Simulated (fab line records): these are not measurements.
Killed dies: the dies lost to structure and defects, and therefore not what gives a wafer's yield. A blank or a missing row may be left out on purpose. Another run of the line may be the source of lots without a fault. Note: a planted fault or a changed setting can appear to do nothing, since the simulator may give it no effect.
Which of the tools did it?    flow nandHarc    13 lots with 39 wafers sampled at 5 steps, on a route of 1159 steps

WHAT EACH GAUGE READ, for each wafer
NHARC_END_SORT_01. Usual: killedAtArray 27, standard deviation 12; killedAtOther 0.8, standard deviation 1; killedAtPeriphery 4.0, standard deviation 2.5; killedDies 32, standard deviation 11; killedOpen 3.3, standard deviation 1.8; killedShort 2.0, standard deviation 1.5.
lot   measured      on         killedAtArray  killedAtOther  killedAtPeriphery  killedDies   killedOpen  killedShort  flag
L500  day 21 09:24  prober-02  125 102 109    0 0 0          2 1 1              127 103 110  1 3 3       2 3 1        OFF
L504  day 21 19:40  prober-01  64 97 78       0 0 0          8 8 6              72 105 84    5 2 5       2 1 3        OFF
L512  day 23 23:44  prober-01  42 41 52       0 0 0          1 2 1              43 43 53     3 4 2       1 2 4        

TOOL THAT RAN EACH LOT (tool first, then ch and the chambers of the sampled wafers, then the start)
lot   NHARC_A_CONTACT_ETCH_111            NHARC_THIN_TSV_ETCH_15           NHARC_THIN_TSV_CMP_21          NHARC_THIN_TSV_PRE_CLEAN_54
L494  harCapEtch-02 ch 0,1, day 16 04:12  rieSi-04 ch 0,3, day 18 21:43    cmp-01 ch 1,2, day 19 01:16    pvdSputter-02, day 19 01:46
L495  harCapEtch-02 ch 0,1, day 16 17:28  rieSi-06 ch 0,1,3, day 19 02:49  cmp-02 ch 0,1,2, day 19 06:29  pvdSputter-01, day 19 07:01
L497  harCapEtch-01 ch 0,1, day 16 21:14  rieSi-03 ch 1,2,3, day 19 01:26  cmp-02 ch 1,2,3, day 19 04:58  pvdSputter-01, day 19 05:26
L496  harCapEtch-02 ch 0,1, day 16 21:35  rieSi-06 ch 0,1, day 19 00:10    cmp-04 ch 2,3, day 19 03:50    pvdSputter-03, day 19 04:20
L498  harCapEtch-01 ch 0, day 17 07:32    rieSi-04 ch 2,3, day 19 13:52    cmp-04 ch 0,3, day 19 17:23    pvdSputter-03, day 19 17:55
L499  harCapEtch-01 ch 0,1, day 17 13:41  rieSi-03 ch 2,3, day 19 18:23    cmp-02 ch 0,1,3, day 19 21:56  pvdSputter-01, day 19 22:26
L503  harCapEtch-03 ch 0,1, day 18 14:14  rieSi-06 ch 0,2,3, day 20 19:51  cmp-04 ch 0,1,3, day 20 23:23  pvdSputter-02, day 20 23:54
L500  harCapEtch-03 ch 0,1, day 18 19:03  rieSi-03 ch 1,2,3, day 20 20:55  cmp-01 ch 0,2,3, day 21 00:26  pvdSputter-01, day 21 00:58
L504  harCapEtch-03 ch 0,1, day 18 23:45  rieSi-06 ch 2,3, day 21 03:14    cmp-04 ch 0,2,3, day 21 06:47  pvdSputter-01, day 21 07:17
L510  harCapEtch-01 ch 0,1, day 20 11:28  rieSi-04 ch 0,3, day 22 16:00    cmp-01 ch 1,2,3, day 22 19:32  pvdSputter-03, day 22 20:06
L512  harCapEtch-02 ch 0,1, day 20 21:14  rieSi-06 ch 0,1,2, day 23 08:35  cmp-04 ch 1,2, day 23 12:17    pvdSputter-01, day 23 12:49
L517  harCapEtch-03 ch 0,1, day 22 00:26  rieSi-06 ch 1,2,3, day 24 06:43  cmp-02 ch 1,2,3, day 24 10:17  pvdSputter-01, day 24 10:48
L516  harCapEtch-03 ch 0,1, day 22 15:29  rieSi-03 ch 0,1,3, day 24 19:13  cmp-04 ch 0,1,3, day 24 22:43  pvdSputter-01, day 24 23:13
- NHARC_A_CONTACT_ETCH_111: etches the open film in C4F8/O2/Ar, time 140 s, target depth 700 nm.
- NHARC_THIN_TSV_ETCH_15: target depth 3000 nm, bosch target overetch cycles 2, bosch etch step 2.8 s.
- NHARC_THIN_TSV_CMP_21: polishes, t overpolish 30 s, target thk 2000 nm.
- NHARC_THIN_TSV_PRE_CLEAN_54: time 30 s.

WHAT THE TOOLS THEMSELVES READ (means of the sampled wafers that have a number; where no wafer has one, the mark that the record gives instead)
NHARC_THIN_TSV_ETCH_15. Usual: drypumpMotorCurrentA at 5.4 A, with a standard deviation of 0.35.
lot   tool      drypumpMotorCurrentA (A)  flag
L494  rieSi-04  5.3                       
L495  rieSi-06  5.5                       
L497  rieSi-03  5.7                       
L496  rieSi-06  5.8                       
L498  rieSi-04  5.2                       
L499  rieSi-03  5.5                       
L503  rieSi-06  5.3                       
L500  rieSi-03  5.6                       
L504  rieSi-06  4.9                       
L510  rieSi-04  5.4                       
L512  rieSi-06  5.5                       
L517  rieSi-06  5.1                       
L516  rieSi-03  5.6                       

NHARC_THIN_TSV_CMP_21. Usual: motorCurrentA 12.1 A, standard deviation 0.74; overpolishRunS 30.000 s, standard deviation 0.0087.
lot   tool    motorCurrentA (A)  overpolishRunS (s)  flag
L494  cmp-01  11.9               30.002              
L495  cmp-02  12.0               30.001              
L497  cmp-02  12.1               30.001              
L496  cmp-04  12.0               29.997              
L498  cmp-04  12.3               30.002              
L499  cmp-02  11.3               30.001              
L503  cmp-04  12.1               29.996              
L500  cmp-01  12.2               29.995              
L504  cmp-04  12.4               29.999              
L510  cmp-01  12.4               30.002              
L512  cmp-04  12.2               29.993              
L517  cmp-02  11.9               29.998              
L516  cmp-04  12.6               30.003              

NHARC_THIN_TSV_PRE_CLEAN_54. Usual: heaterPowerW at 413 W, with a standard deviation of 38.
lot   tool           heaterPowerW (W)  flag
L494  pvdSputter-02  398               
L495  pvdSputter-01  423               
L497  pvdSputter-01  411               
L496  pvdSputter-03  404               
L498  pvdSputter-03  308               
L499  pvdSputter-01  409               
L503  pvdSputter-02  403               
L500  pvdSputter-01  432               
L504  pvdSputter-01  437               
L510  pvdSputter-03  409               
L512  pvdSputter-01  407               
L517  pvdSputter-01  446               
L516  pvdSputter-01  405               

THE ANSWER, worked out from the rows above alone
Rule: lot off if the mean of its wafers having a number is beyond 3 standard deviations from the usual mean. Also off: a lot with no number at a reading for which 4 or more lots have one. All remaining lots with rows at the step are treated as sound. Order of review: gauges by route order, followed by the tools' own readings, for which a lot's mean as printed above is used. At the first step where some lot is off, the reading lying furthest off is the one used; lots without a number count as furthest.
Off, at NHARC_END_SORT_01 on killedDies: L500, L504. Neither off nor sound, because the step has no rows for them: L494, L495, L497, L496, L498, L499, L503, L510, L517, L516.
If a tool, at a process step before that reading, ran all the lots that are off and no sound lot after the first of them, it fits. The gauges at NHARC_END_SORT_01 are tried like those tools. One candidate fits, namely harCapEtch-03 at NHARC_A_CONTACT_ETCH_111. It ran no sound lot before its first lot that is off in this sample, so the start can't be narrowed down.

WHAT THE SIMULATOR HAD INSERTED
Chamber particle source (harCapEtch-03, NHARC_A_CONTACT_ETCH_111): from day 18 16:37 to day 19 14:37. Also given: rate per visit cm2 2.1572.
Struck lots among those shown: L500, L504. This agrees with what the rule above found.
